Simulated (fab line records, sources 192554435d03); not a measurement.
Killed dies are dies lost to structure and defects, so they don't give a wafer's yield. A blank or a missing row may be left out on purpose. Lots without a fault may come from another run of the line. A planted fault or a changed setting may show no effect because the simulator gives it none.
Chamber matching | flow n5_finfet | N5_BEOL_M0_TRENCH_ETCH_107 on rie_diel-02: 4 sister chambers
The step etches SiOC in C4F6/O2, target depth 32.8 nm, time 16.4 s. 7 wafers are shown with their chamber, then 8 later ones without.

WAFERS WITH THEIR CHAMBER
wafer  | chamber | drypump_motor_current_A (A) | rf_vpp_V (V)
L080.3 | 1       | 5.4                         | 662
L086.6 | 2       | 5.4                         | 671
L089.5 | 2       | 5.5                         | 669
L088.1 | 3       | 6.5                         | 653
L088.3 | 0       | 5.6                         | 645
L088.5 | 0       | 5.6                         | 648
L092.1 | 3       | 6.6                         | 652

WAFERS WITHOUT THEIR CHAMBER
wafer  | drypump_motor_current_A (A) | rf_vpp_V (V)
L092.2 | 5.6                         | 647
L092.3 | 5.4                         | 669
L093.1 | 5.4                         | 668
L093.4 | 5.4                         | 670
L093.5 | 5.6                         | 645
L095.2 | 5.6                         | 644
L095.3 | 6.6                         | 653
L095.4 | 5.6                         | 646

WHICH CHAMBER EACH WENT THROUGH
wafer  | from the rows above | in truth
L092.2 | 0                   | 0
L092.3 | 2                   | 2
L093.1 | 2                   | 2
L093.4 | 2                   | 2
L093.5 | 0                   | 0
L095.2 | 0                   | 0
L095.3 | 3                   | 3
L095.4 | 0                   | 0
Placed correctly: 8 of 8. Can't be placed from these rows: 0. Placed wrongly: 0.
How it was worked out, from the rows above alone: a wafer's distance from a chamber is the root of the sum, over the readings, of the square of ((its reading less the chamber's mean) divided by the reading's scatter). The wafer belongs to the nearest chamber; if the next one is less than 2 further off, it can't be placed. A chamber's mean is the mean of its shown wafers. The scatter: the root of (the sum of the squares of (reading less its chamber's mean) over the shown wafers, divided by (wafers less chambers)).
